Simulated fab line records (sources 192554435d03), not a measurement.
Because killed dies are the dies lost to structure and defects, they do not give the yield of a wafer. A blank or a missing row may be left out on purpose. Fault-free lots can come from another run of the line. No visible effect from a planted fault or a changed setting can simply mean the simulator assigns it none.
Split-lot study | flow n5Finfet | route with 1938 steps; 7 lots, 21 wafers read

THE SPLIT ITSELF
At N5_BEOL_M9_EXPOSE_08 (exposes mask M9), the setting doseMj was moved away from the recipe's 53.75 on 6 of the 21 wafers read, by -5.4% to +7.1%. This setting was run at the recipe's value on the other wafers.

FROM THE SPLIT TO THE READING: what the file shows between them, 10 steps
- N5_BEOL_M9_PEB_09: peb time 60 s
- N5_BEOL_M9_DEVELOP_10: develop time 30 s
- N5_BEOL_M9_CD_MEAS_11: target cd 64.1 nm
- N5_BEOL_M9_DESCUM_16: chemistry O2, time 7.9 s
- N5_BEOL_M9_ETCH_61: etches SiARC in CF4, target depth 39 nm, time 65 s
- N5_BEOL_M9_ETCH_62: etches SOC in N2/H2, target depth 110 nm, overetch 22 nm, time 165 s
- N5_BEOL_M9_STRIP_68: strips in N2/H2
- N5_BEOL_M9_STRIP_67: strips in CF4
- N5_BEOL_M9_HM_OPEN_17: chemistry Cl2/BCl3, target TiN, target depth 20 nm, overetch 6 nm
- N5_BEOL_M9_STRIP_19: strips in O2

THE READING
cdNm, in nm, at N5_BEOL_M9_CD_MEAS_18 (pitch 140 nm, target cd 70 nm). On this fab line, fault-free wafers typically give 70.2 nm with a standard deviation of 0.62 nm.

wafer  | tool, chamber at the split | doseMj as run | against the recipe | cdNm, nm | against lot-mates on the recipe
L076.1 | arfiScanner-03, 0          | 53.75         | recipe             | 70.2     | -
L076.3 | arfiScanner-03, 0          | 55.64         | +3.5%              | 71.8     | +1.5
L076.6 | arfiScanner-03, 0          | 53.75         | recipe             | 70.5     | -
L075.1 | arfiScanner-01, 0          | 53.75         | recipe             | 70.9     | -
L075.2 | arfiScanner-01, 0          | 53.75         | recipe             | 70.4     | -
L075.3 | arfiScanner-01, 0          | 53.75         | recipe             | 70.0     | -
L080.1 | arfiScanner-02, 0          | 53.75         | recipe             | 70.8     | -
L080.2 | arfiScanner-02, 0          | 51.16         | -4.8%              | 68.4     | -2.4
L080.4 | arfiScanner-02, 0          | 51.16         | -4.8%              | 66.6     | -4.2
L082.1 | arfiScanner-02, 0          | 53.75         | recipe             | 69.7     | -
L082.3 | arfiScanner-02, 0          | 53.75         | recipe             | 70.1     | -
L082.5 | arfiScanner-02, 0          | 53.75         | recipe             | 70.6     | -
L088.3 | arfiScanner-02, 0          | 50.87         | -5.4%              | 68.5     | -2.8
L088.4 | arfiScanner-02, 0          | 53.75         | recipe             | 71.6     | -
L088.6 | arfiScanner-02, 0          | 53.75         | recipe             | 71.1     | -
L094.2 | arfiScanner-01, 0          | 53.75         | recipe             | 70.3     | -
L094.4 | arfiScanner-01, 0          | 53.75         | recipe             | 70.7     | -
L094.6 | arfiScanner-01, 0          | 53.75         | recipe             | 70.3     | -
L096.2 | arfiScanner-03, 0          | 53.75         | recipe             | 68.8     | -
L096.4 | arfiScanner-03, 0          | 57.58         | +7.1%              | 74.7     | +5.9
L096.6 | arfiScanner-03, 0          | 57.58         | +7.1%              | 74.5     | +5.7

THE FIT
A straight line over all 21 wafers: cdNm changes by +0.544 nm for each +1% of doseMj; r = +0.93; the points scatter about the line by 0.69 nm.
The same after taking each lot's own level away (the mean of its wafers on the recipe; 21 wafers): +0.712 nm for each +1%; r = +0.97; scatter 0.55 nm.
The reading moves by 5.1 nm for the largest change in doseMj, on that fit.
Across the lots, their own levels run from 68.80 to 71.35 nm, a range of 4.1 times the standard deviation given above.
Thus the slope moves with the lot-to-lot level: the two fits are different.
Check: with one of the wafers moved furthest among these (+7.1%) left out of the fit, the line predicts +4.82 nm for it against its lot-mates. Against them it came out at +5.9 nm.

THE OTHER SPLITS THESE WAFERS WENT THROUGH
These wafers also went through other splits before the reading. Each is held against what the fit with the lots' levels taken away leaves over:
other split on the same wafers | wafers away from the commonest value | r with cdNm (lot level and that fit taken away)
N5_BEOL_M7_ETCH_41 sourceW     | 5                                    | +0.12
N5_BEOL_M9_ILD_DEP_00 timeS    | 10                                   | +0.09

THE WHOLE CHAIN: every reading that the file lists as answering this split, in the file's order
step                  | what it does                                                         | reading                                                             | change (the file's fit)               | r (the file's)
N5_BEOL_M9_CD_MEAS_11 | target cd 64.1 nm                                                    | cdNm                                                                | +0.595 nm for each +1% of the setting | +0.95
N5_BEOL_M9_ETCH_61    | etches SiARC in CF4, target depth 39 nm, time 65 s                   | BEOL_M9.cdOffsetNm (the simulator's own value, which no gauge read) | +0.602 nm for each +1% of the setting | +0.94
N5_BEOL_M9_ETCH_62    | etches SOC in N2/H2, target depth 110 nm, overetch 22 nm, time 165 s | BEOL_M9.cdOffsetNm (the simulator's own value, which no gauge read) | +0.613 nm for each +1% of the setting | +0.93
N5_BEOL_M9_HM_OPEN_17 | chemistry Cl2/BCl3, target TiN, target depth 20 nm, overetch 6 nm    | BEOL_M9.cdOffsetNm (the simulator's own value, which no gauge read) | +0.626 nm for each +1% of the setting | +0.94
N5_BEOL_M9_CD_MEAS_18 | pitch 140 nm, target cd 70 nm                                        | cdNm                                                                | +0.67 nm for each +1% of the setting  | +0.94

FILE'S OWN FIT
cdNm changes by +0.67 nm for each +1% of doseMj, r = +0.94.
